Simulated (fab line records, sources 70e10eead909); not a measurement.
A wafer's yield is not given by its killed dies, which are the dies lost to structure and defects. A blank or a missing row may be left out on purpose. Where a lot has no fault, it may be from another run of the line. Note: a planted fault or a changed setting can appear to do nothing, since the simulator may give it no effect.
Chamber matching ; flow nand_harc ; NHARC_P_CONTACT_STRIP_28 on rie_diel-13 has 4 sister chambers
The step strips in O2. 8 wafers are shown with their chamber, then 8 later ones without.

## WAFERS PAIRED WITH THEIR CHAMBERS
wafer;chamber;drypump_motor_current_A (A);oes_product_au (a.u.)
L119.1;0;5.56;0.999
L119.3;3;5.30;1.002
L120.1;2;5.83;1.003
L120.4;3;5.29;0.995
L120.5;0;5.57;0.995
L122.1;2;5.81;1.025
L122.3;1;5.67;0.996
L122.6;1;5.66;1.002

## WAFERS WITHOUT THEIR CHAMBER
wafer;drypump_motor_current_A (A);oes_product_au (a.u.)
L126.1;5.29;1.001
L126.4;5.65;0.982
L126.5;5.83;1.004
L135.2;5.83;1.016
L135.5;5.83;1.015
L137.1;5.55;0.986
L137.2;5.34;0.984
L137.3;5.81;1.005

## WHICH CHAMBER EACH ONE RAN IN
wafer;from the rows above;in truth
L126.1;3;3
L126.4;1;1
L126.5;2;2
L135.2;2;2
L135.5;2;2
L137.1;0;0
L137.2;3;3
L137.3;2;2
8 of 8 placed correctly. Can't be placed from these rows: 0. Placed wrongly: 0.
How it was worked out, from the rows above alone: a wafer's distance from a chamber is the root of the sum, over the readings, of the square of ((its reading less the chamber's mean) divided by the reading's scatter). If the next closest chamber is less than 2 further off than the closest, the wafer can't be placed; otherwise it belongs to the closest. A chamber's mean is the mean of its shown wafers. How the scatter is found: for the shown wafers, subtract from each reading the mean of its chamber, square and add these, divide the total by (wafers less chambers), then take the root.
